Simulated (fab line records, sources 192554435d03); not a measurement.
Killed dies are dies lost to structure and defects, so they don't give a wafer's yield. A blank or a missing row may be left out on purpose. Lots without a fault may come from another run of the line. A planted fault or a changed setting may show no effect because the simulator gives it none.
Problem report in the 8D (eight disciplines) form, filled by code | flow n5_finfet | the parts of the form that need people (team, actions taken, sign-off) are left out

1. THE PROBLEM
spin_speed_rpm at N5_BEOL_M7_COAT_60 reads a mean of 1545.4 rpm on 6 wafers of 2 lots; wafers without a fault read 1500.2 rpm with a standard deviation of 1. That is +45 standard deviations from the usual mean.
The step: time 60 s, resist thk 35 nm.
First seen on wafer L928.1, day 13 21:49, on litho_track-02. The record holds 12 wafers of 4 lots with a number at this step. Rule for "out", or "out of limits": more than 4 standard deviations from the usual mean. The other wafers with a number count as sound.

2. WHAT IT IS AND WHAT IT IS NOT
question                    | is                     | is not
which readings at this step | spin_speed_rpm         | heater_power_total_W
which lots                  | L928, L933             | L926, L934
which wafers of those lots  | all that have a number | -
read on which tools         | litho_track-02         | litho_track-03
when                        | from day 13 21:49      | up to then (3 sound wafers); but 3 sound wafers of L934 came after

3. SUSPECTS, AND WHAT RULES EACH OUT
Counting: a tool at a process step up to the reading stays a suspect if it ran every lot that is out and no sound lot after the first of them.
- litho_track-02 at N5_BEOL_M7_COAT_60 (time 60 s, resist thk 35 nm): kept. It ran every lot that is out, first L928 (day 13 21:49), and no sound lot after that; its last sound lot up to then is L926 (day 12 06:38). Its own readings are out on those wafers: spin_speed_rpm.
Left after counting: litho_track-02 at N5_BEOL_M7_COAT_60.

4. THE CAUSE (what the simulator had put in)
Process parameter drift: litho_track-02, from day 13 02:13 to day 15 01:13, at N5_BEOL_M7_COAT_60. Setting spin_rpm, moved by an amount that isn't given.
Counting left only this tool.

5. THE CHAIN OF EFFECTS, in route order
Each row: a reading whose mean over the struck wafers that have a number lies more than 3 standard deviations from the usual. Only readings for which the record gives a usual standard deviation are gone through. hours: the time from each lot's start at the first step in this table that gives one to its start at this step, as a median over the lots. sigmas: the change in usual standard deviations.
hours | step               | reading        | usual      | on struck wafers | change | sigmas
0     | N5_BEOL_M7_COAT_60 | spin_speed_rpm | 1500.2 rpm | 1545.4           | +45.2  | +45
The process steps in it:
- N5_BEOL_M7_COAT_60: time 60 s, resist thk 35 nm.

6. WHAT WOULD HAVE CAUGHT IT SOONER
In this record the first reading out of limits was taken at day 13 21:49, 20 hours after the fault began at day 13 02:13.
